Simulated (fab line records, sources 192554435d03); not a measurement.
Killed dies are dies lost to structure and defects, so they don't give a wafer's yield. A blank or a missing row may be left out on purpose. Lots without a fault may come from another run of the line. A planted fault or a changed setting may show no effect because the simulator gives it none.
Which tool did it? | flow n5_finfet | 9 lots, 26 wafers sampled, at 6 steps of a route of 1938

WHAT THE GAUGES READ, wafer by wafer
N5_HKMG_FIN_CD_MEAS_12: target cd 92.8 nm.
lot  | measured    | on        | cd_nm (nm)
L951 | day 4 09:17 | cd_sem-01 | 92.2 93.9 92.2
L952 | day 4 15:42 | cd_sem-02 | 92.1 92.4 92.3
L955 | day 5 10:49 | cd_sem-01 | 85.9 85.7 85.7
L960 | day 6 18:32 | cd_sem-03 | 86.4 87.2 87.1
L961 | day 6 22:30 | cd_sem-01 | 93.8 93.8 93.5
L963 | day 8 07:19 | cd_sem-02 | 92.7 93.6 92.3
L964 | day 8 10:45 | cd_sem-03 | 92.5 91.9 92.3
L966 | day 8 13:20 | cd_sem-02 | 91.9 92.2 91.3
L969 | day 9 16:04 | cd_sem-01 | 93.1 93.3

N5_BEOL_M4_RC_MEAS_101.
lot  | measured     | on        | DIBL_N (mV/V)  | DIBL_P (mV/V)  | IOFF_N (nA/um) | IOFF_P (nA/um) | ION_N (uA/um) | ION_P (uA/um) | SS_N (mV/dec)  | SS_P (mV/dec)  | VT_N (mV)   | VT_P (mV)
L951 | day 8 17:01  | prober-01 | 34.4 33.4 35.9 | 34.0 33.2 36.3 | 0.15 0.13 0.18 | 0.20 0.17 0.23 | 677 665 684   | 472 455 463   | 70.9 70.7 71.7 | 73.2 73.0 73.2 | 249 250 245 | -249 -254 -247
L952 | day 8 14:06  | prober-01 | 38.8 37.1 38.4 | 39.0 37.3 38.6 | 0.22 0.19 0.21 | 0.26 0.22 0.25 | 688 686 702   | 462 463 467   | 72.4 72.2 72.2 | 73.5 73.2 73.4 | 248 247 245 | -249 -251 -248
L955 | day 9 13:08  | prober-02 | 39.4 35.0 35.1 | 39.2 33.6 34.5 | 0.25 0.14 0.15 | 0.30 0.21 0.23 | 694 656 679   | 472 460 471   | 72.9 71.2 70.9 | 73.9 72.8 73.0 | 243 252 248 | -246 -249 -248
L960 | day 10 16:29 | prober-02 | 34.7 39.6 35.5 | 33.7 40.1 35.8 | 0.13 0.23 0.15 | 0.19 0.33 0.24 | 662 684 671   | 458 472 467   | 70.9 72.3 71.3 | 71.9 74.6 73.0 | 251 243 251 | -248 -243 -245
L961 | day 10 13:31 | prober-01 | 42.0 39.3 40.1 | 39.8 37.0 38.6 | 0.26 0.19 0.23 | 0.28 0.23 0.26 | 686 676 709   | 462 457 480   | 72.7 72.1 72.5 | 74.2 74.4 74.3 | 242 249 243 | -247 -248 -243
L963 | day 11 14:58 | prober-02 | 40.0 37.1 36.7 | 39.4 37.3 37.1 | 0.23 0.16 0.18 | 0.28 0.25 0.24 | 675 670 676   | 465 464 463   | 73.4 72.4 72.5 | 73.5 72.5 73.6 | 246 252 247 | -245 -247 -246
L964 | day 12 04:55 | prober-01 | 37.5 39.4 38.5 | 36.8 39.0 37.9 | 0.17 0.21 0.18 | 0.22 0.24 0.23 | 677 681 678   | 468 469 466   | 71.5 72.1 72.5 | 73.2 74.9 73.8 | 249 248 247 | -246 -247 -247
L966 | day 12 07:14 | prober-02 | 34.8 36.9 35.8 | 34.9 38.3 37.3 | 0.13 0.16 0.15 | 0.19 0.25 0.23 | 678 687 685   | 467 475 470   | 71.0 71.2 71.2 | 72.9 73.7 72.9 | 255 251 252 | -248 -245 -249
L969 | day 13 20:22 | prober-01 | 37.3 39.4      | 36.5 38.5      | 0.15 0.18      | 0.20 0.23      | 673 673       | 461 456       | 71.4 72.3      | 73.8 74.2      | 254 254     | -255 -252

WHICH TOOL RAN EACH LOT (tool, then ch and the chambers of the sampled wafers, then the start)
lot  | N5_HKMG_FIN_DESCUM_53             | N5_HKMG_FIN_STRIP_93              | N5_HKMG_FIN_EXPOSE_09             | N5_HKMG_FIN_ETCH_32
L951 | rie_diel-04 ch 2,3, day 4 06:00   | rie_diel-04 ch 2,3, day 4 06:44   | arfi_scanner-01 ch 0, day 4 09:10 | rie_diel-05 ch 2,3, day 4 09:34
L952 | rie_diel-06 ch 1,2, day 4 12:23   | rie_diel-06 ch 1,2, day 4 13:07   | arfi_scanner-01 ch 0, day 4 15:35 | rie_diel-05 ch 0,1,3, day 4 15:54
L955 | rie_diel-06 ch 1,2, day 5 07:38   | rie_diel-06 ch 1,2, day 5 08:21   | arfi_scanner-01 ch 0, day 5 10:41 | rie_diel-04 ch 0,2,3, day 5 10:59
L960 | rie_diel-06 ch 1,2, day 6 15:16   | rie_diel-06 ch 1,2, day 6 15:59   | arfi_scanner-01 ch 0, day 6 18:25 | rie_diel-06 ch 0,2,3, day 6 18:59
L961 | rie_diel-04 ch 0,1,3, day 6 18:48 | rie_diel-04 ch 0,1,3, day 6 19:32 | arfi_scanner-03 ch 0, day 6 22:23 | rie_diel-06 ch 0,3, day 6 22:40
L963 | rie_diel-04 ch 1,2,3, day 8 04:10 | rie_diel-04 ch 1,2,3, day 8 04:54 | arfi_scanner-03 ch 0, day 8 07:12 | rie_diel-04 ch 1,2,3, day 8 07:49
L964 | rie_diel-05 ch 2,3, day 8 07:25   | rie_diel-05 ch 2,3, day 8 08:08   | arfi_scanner-03 ch 0, day 8 10:37 | rie_diel-06 ch 1,2,3, day 8 11:43
L966 | rie_diel-04 ch 0,2,3, day 8 09:58 | rie_diel-04 ch 0,2,3, day 8 10:41 | arfi_scanner-02 ch 0, day 8 13:13 | rie_diel-06 ch 2,3, day 8 13:31
L969 | rie_diel-05 ch 1, day 9 12:54     | rie_diel-05 ch 1, day 9 13:38     | arfi_scanner-02 ch 0, day 9 15:56 | rie_diel-06 ch 0,3, day 9 16:14
- N5_HKMG_FIN_DESCUM_53: chemistry O2, time 7.9 s.
- N5_HKMG_FIN_STRIP_93: strips SOC in N2/H2, time 20 s.
- N5_HKMG_FIN_EXPOSE_09: exposes mask NWFM.
- N5_HKMG_FIN_ETCH_32: etches SOC in N2/H2, target depth 240 nm, time 300 s.

WHAT THE TOOLS THEMSELVES READ (means of the sampled wafers that have a number; where no wafer has one, the mark that the record gives instead)
N5_HKMG_FIN_DESCUM_53.
lot  | tool        | chamber_pressure_mTorr (mTorr) | drypump_motor_current_A (A) | oes_product_au (a.u.) | rf_vpp_V (V) | showerhead_plenum_p_Torr (Torr) | throttle_valve_pct (%)
L951 | rie_diel-04 | 20.028                         | 5.8                         | 0.82                  | 243.0        | 2.09                            | 20.52
L952 | rie_diel-06 | 19.998                         | 5.2                         | 0.73                  | 242.4        | 2.07                            | 20.24
L955 | rie_diel-06 | 20.003                         | 5.2                         | 0.73                  | 243.3        | 2.06                            | 20.25
L960 | rie_diel-06 | 19.995                         | 5.5                         | 0.75                  | 241.7        | 2.04                            | 20.37
L961 | rie_diel-04 | 19.997                         | 5.5                         | 0.79                  | 242.9        | 2.09                            | 20.26
L963 | rie_diel-04 | 20.000                         | 5.8                         | 0.77                  | 243.1        | 2.09                            | 20.42
L964 | rie_diel-05 | 19.993                         | 5.5                         | 0.78                  | 245.0        | 2.18                            | 20.50
L966 | rie_diel-04 | 20.004                         | 5.4                         | 0.80                  | 243.3        | 2.08                            | 20.42
L969 | rie_diel-05 | 20.001                         | 5.1                         | 0.99                  | 244.2        | 2.16                            | 20.59

N5_HKMG_FIN_STRIP_93.
lot  | tool        | chamber_pressure_mTorr (mTorr) | drypump_motor_current_A (A) | h2_flow_sccm (sccm) | n2_flow_sccm (sccm) | oes_product_au (a.u.) | rf_vpp_V (V) | showerhead_plenum_p_Torr (Torr) | throttle_valve_pct (%)
L951 | rie_diel-04 | 49.99                          | 5.8                         | 300.2               | 299.1               | 0.84                  | 54.5         | 3.36                            | 19.2
L952 | rie_diel-06 | 50.00                          | 5.3                         | 300.8               | 299.2               | 0.72                  | 53.4         | 3.31                            | 18.8
L955 | rie_diel-06 | 50.02                          | 5.2                         | 300.2               | 300.0               | 0.73                  | 55.3         | 3.30                            | 18.8
L960 | rie_diel-06 | 50.03                          | 5.5                         | 300.3               | 299.9               | 0.74                  | 53.5         | 3.27                            | 18.8
L961 | rie_diel-04 | 50.00                          | 5.5                         | 300.6               | 299.5               | 0.79                  | 54.6         | 3.36                            | 18.9
L963 | rie_diel-04 | 50.05                          | 5.8                         | 299.3               | 300.2               | 0.78                  | 55.1         | 3.37                            | 19.0
L964 | rie_diel-05 | 50.03                          | 5.5                         | 300.8               | 300.5               | 0.78                  | 55.0         | 3.47                            | 18.6
L966 | rie_diel-04 | 50.00                          | 5.5                         | 300.1               | 300.1               | 0.80                  | 54.6         | 3.33                            | 19.1
L969 | rie_diel-05 | 50.01                          | 5.2                         | 299.6               | 300.2               | 0.97                  | 54.7         | 3.42                            | 18.5

N5_HKMG_FIN_EXPOSE_09.
lot  | tool            | exposure_dose_mJ_cm2
L951 | arfi_scanner-01 | 39.22
L952 | arfi_scanner-01 | 39.20
L955 | arfi_scanner-01 | 35.00
L960 | arfi_scanner-01 | 35.83
L961 | arfi_scanner-03 | 39.15
L963 | arfi_scanner-03 | 39.21
L964 | arfi_scanner-03 | 39.16
L966 | arfi_scanner-02 | 39.16
L969 | arfi_scanner-02 | 39.22

N5_HKMG_FIN_ETCH_32.
lot  | tool        | chamber_pressure_mTorr (mTorr) | drypump_motor_current_A (A) | h2_flow_sccm (sccm) | n2_flow_sccm (sccm) | oes_product_au (a.u.) | rf_vpp_V (V) | showerhead_plenum_p_Torr (Torr) | throttle_valve_pct (%)
L951 | rie_diel-05 | 29.957                         | 5.3                         | 200.8               | 200.9               | 0.69                  | 522.0        | 2.46                            | 17.73
L952 | rie_diel-05 | 30.011                         | 5.8                         | 200.2               | 199.6               | 0.73                  | 523.8        | 2.56                            | 17.90
L955 | rie_diel-04 | 30.021                         | 5.5                         | 200.1               | 200.2               | 0.85                  | 523.7        | 2.53                            | 17.82
L960 | rie_diel-06 | 29.983                         | 5.6                         | 199.4               | 200.3               | 0.81                  | 526.1        | 2.64                            | 17.77
L961 | rie_diel-06 | 29.960                         | 5.9                         | 200.0               | 200.0               | 0.84                  | 527.3        | 2.69                            | 17.88
L963 | rie_diel-04 | 30.027                         | 5.8                         | 200.0               | 199.6               | 0.79                  | 524.7        | 2.55                            | 17.84
L964 | rie_diel-06 | 29.983                         | 5.6                         | 200.5               | 199.8               | 0.74                  | 524.5        | 2.54                            | 17.77
L966 | rie_diel-06 | 29.998                         | 5.7                         | 200.0               | 200.0               | 0.75                  | 525.5        | 2.61                            | 17.80
L969 | rie_diel-06 | 30.027                         | 5.9                         | 199.8               | 201.1               | 0.84                  | 527.8        | 2.69                            | 17.92

THE ANSWER, worked out from the rows above alone
Rule: what is usual is taken from the lots themselves. Put in order of their means at a reading, lots are off if they are a third of the lots or fewer, leave a main group of 4 or more, and stand apart from it by a gap of 3 or more times the standard deviation of the main group's means; of several such gaps the widest counts. A main group whose means are all the same, to the digits that the tables above print for the reading, isn't used. A lot without any number at a reading at which 4 lots or more have one is off too. The other lots that the step has rows for count as sound. The gauges are gone through in route order, then the tools' own readings, and for those a lot's mean is taken as printed above. The first step at which some lot is off is used, and at that step the reading that is off furthest; a lot without a number counts as furthest.
Off: L955, L960, at N5_HKMG_FIN_CD_MEAS_12 (cd_nm). The main group: mean 92.7 nm, standard deviation 0.6.
A tool fits if, at a process step before that reading, it ran every lot that is off, and no sound lot after the first of them. The gauges at N5_HKMG_FIN_CD_MEAS_12 aren't tried: what is off there is off at N5_HKMG_FIN_EXPOSE_09 too, on other tools, and a gauge's error can't cause that. Can't be told from this: 2 tools fit, rie_diel-06 at N5_HKMG_FIN_DESCUM_53 and N5_HKMG_FIN_STRIP_93, arfi_scanner-01 at N5_HKMG_FIN_EXPOSE_09.

WHAT THE SIMULATOR HAD PUT IN
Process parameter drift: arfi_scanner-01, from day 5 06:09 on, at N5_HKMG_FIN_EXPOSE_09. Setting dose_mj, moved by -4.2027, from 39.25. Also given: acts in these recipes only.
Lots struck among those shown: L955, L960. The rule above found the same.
